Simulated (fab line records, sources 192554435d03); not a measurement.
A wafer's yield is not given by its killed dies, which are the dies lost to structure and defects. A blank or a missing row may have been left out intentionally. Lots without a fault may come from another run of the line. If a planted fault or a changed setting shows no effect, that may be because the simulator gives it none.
Which tool was responsible? + flow n5 finfet + route of 1938 steps, sampled at 1 step: 24 lots, 72 wafers

WHAT THE GAUGES SHOWED, per wafer
N5_BEOL_M5_THK_MEAS_01. Usual: M5_ILD_THK 121.2 nm, standard deviation 1.6.
| lot  | measured     | on            | M5_ILD_THK (nm)   | flag |
|------|--------------|---------------|-------------------|------|
| L074 | day 7 20:41  | film metro-02 | 120.3 119.9 122.5 |      |
| L075 | day 8 00:52  | film metro-01 | 118.6 120.1 120.8 |      |
| L077 | day 8 17:20  | film metro-01 | 119.6 119.2 122.0 |      |
| L076 | day 8 20:17  | film metro-01 | 123.0 124.3 124.1 |      |
| L078 | day 8 23:03  | film metro-01 | 121.4 120.0 122.0 |      |
| L079 | day 9 15:39  | film metro-02 | 119.9 124.5 120.5 |      |
| L081 | day 9 16:43  | film metro-02 | 122.1 121.5 120.6 |      |
| L080 | day 9 18:14  | film metro-02 | 119.6 119.8 122.3 |      |
| L082 | day 9 21:17  | film metro-02 | 120.9 120.4 120.8 |      |
| L083 | day 10 17:02 | film metro-01 | 122.0 122.8 124.8 |      |
| L084 | day 10 20:11 | film metro-01 | 119.1 122.0 120.5 |      |
| L085 | day 10 23:24 | film metro-02 | 123.9 121.0 122.6 |      |
| L086 | day 10 23:53 | film metro-01 | 122.9 121.8 124.8 |      |
| L088 | day 11 15:52 | film metro-02 | 123.4 119.9 118.7 |      |
| L087 | day 11 19:03 | film metro-01 | 118.9 119.2 122.3 |      |
| L089 | day 12 00:00 | film metro-02 | 123.0 121.5 122.4 |      |
| L090 | day 12 01:10 | film metro-02 | 120.0 121.3 121.1 |      |
| L091 | day 12 06:59 | film metro-02 | 121.0 118.9 121.6 |      |
| L093 | day 13 00:57 | film metro-01 | 120.9 119.3 117.8 |      |
| L092 | day 13 01:15 | film metro-01 | 119.3 119.3 120.6 |      |
| L094 | day 13 04:44 | film metro-02 | 120.4 122.8 122.0 |      |
| L095 | day 13 05:28 | film metro-01 | 123.3 119.0 121.3 |      |
| L096 | day 13 08:48 | film metro-01 | 120.1 120.3 120.5 |      |
| L097 | day 13 11:55 | film metro-02 | 119.0 120.1 121.6 |      |

WHICH TOOL RAN EACH LOT (tool, then ch and the chambers of the sampled wafers, then the start)
The record holds no process step before these readings.

WHAT THE TOOLS THEMSELVES READ (means of the sampled wafers that have a number; where no wafer has one, the mark that the record gives instead)
The record holds no such reading with a usual standard deviation.

THE ANSWER, worked out from the rows above alone
Rule: take the mean of a lot's wafers that have a number; if it is more than 3 standard deviations from the usual mean, the lot is off. A lot without any number at a reading at which 4 lots or more have one is off too. The other lots that the step has rows for count as sound. The gauges are gone through in route order, then the tools' own readings, and for those a lot's mean is taken as printed above. The first step at which some lot is off is used, and at that step the reading that is off furthest; a lot without a number counts as furthest.
No lot is off at any reading shown: from this, nothing can be told.

WHAT THE SIMULATOR HAD PUT IN
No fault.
